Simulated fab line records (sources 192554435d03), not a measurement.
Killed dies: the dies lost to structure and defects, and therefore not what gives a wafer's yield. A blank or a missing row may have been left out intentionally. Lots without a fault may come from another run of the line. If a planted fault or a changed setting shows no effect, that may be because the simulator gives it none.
2 desks, one fault + flow n5 finfet + what lay behind the numbers comes last; until then each desk has only its own

## DESK OF THE TOOL OWNER: pvd sputter-01
The tool's own readings at N5_PASSIVATION_AL_DEP_21 (deposits Al, target thk 2800 nm, time 170 s): means of the sampled wafers that have a number, for each lot that ran on this tool. A lot is out of limits, marked OUT, if its mean lies more than 4 standard deviations from the usual mean; the brackets give that distance.
Columns: A = susceptor temp C at N5_PASSIVATION_AL_DEP_21, usual 400.00 C; B = throttle valve pct at N5_PASSIVATION_AL_DEP_21, usual 30.3 %
| lot  | first seen here | A      | B    |
|------|-----------------|--------|------|
| L704 | day 12 08:34    | 400.13 | 30.1 |
| L707 | day 12 15:33    | 400.07 | 30.5 |
| L717 | day 15 08:31    | 400.08 | 30.2 |
| L726 | day 18 23:00    | 400.04 | 29.8 |
Finding of this desk: none of the 4 lots has anything out of limits.

## FROM THE METROLOGY DESK
Means of the sampled wafers that have a number, per lot and without regard to the tool the lot ran on: this is what the gauges read. A lot is out of limits, marked OUT, if its mean lies more than 4 standard deviations from the usual mean; the brackets give that distance.
Columns: A = TV_OVL at N5_PASSIVATION_OVL_MEAS_60, usual 3 nm
| lot  | first seen here | A  |
|------|-----------------|----|
| L703 | day 12 03:23    | 8  |
| L704 | day 12 07:11    | 2  |
| L705 | day 12 08:14    | 1  |
| L706 | day 12 14:09    | 6  |
| L707 | day 12 14:19    | 11 |
| L717 | day 15 07:26    | 0  |
| L718 | day 15 16:44    | -4 |
| L722 | day 16 21:23    | -3 |
| L725 | day 17 21:41    | 3  |
| L726 | day 18 22:02    | 7  |
Finding of this desk: none of the 10 lots has anything out of limits.

## ALL TOGETHER
The tool owner's desk saw nothing out of limits.
Nothing out of limits was seen by the metrology desk.

## WHAT THE SIMULATOR PUT IN
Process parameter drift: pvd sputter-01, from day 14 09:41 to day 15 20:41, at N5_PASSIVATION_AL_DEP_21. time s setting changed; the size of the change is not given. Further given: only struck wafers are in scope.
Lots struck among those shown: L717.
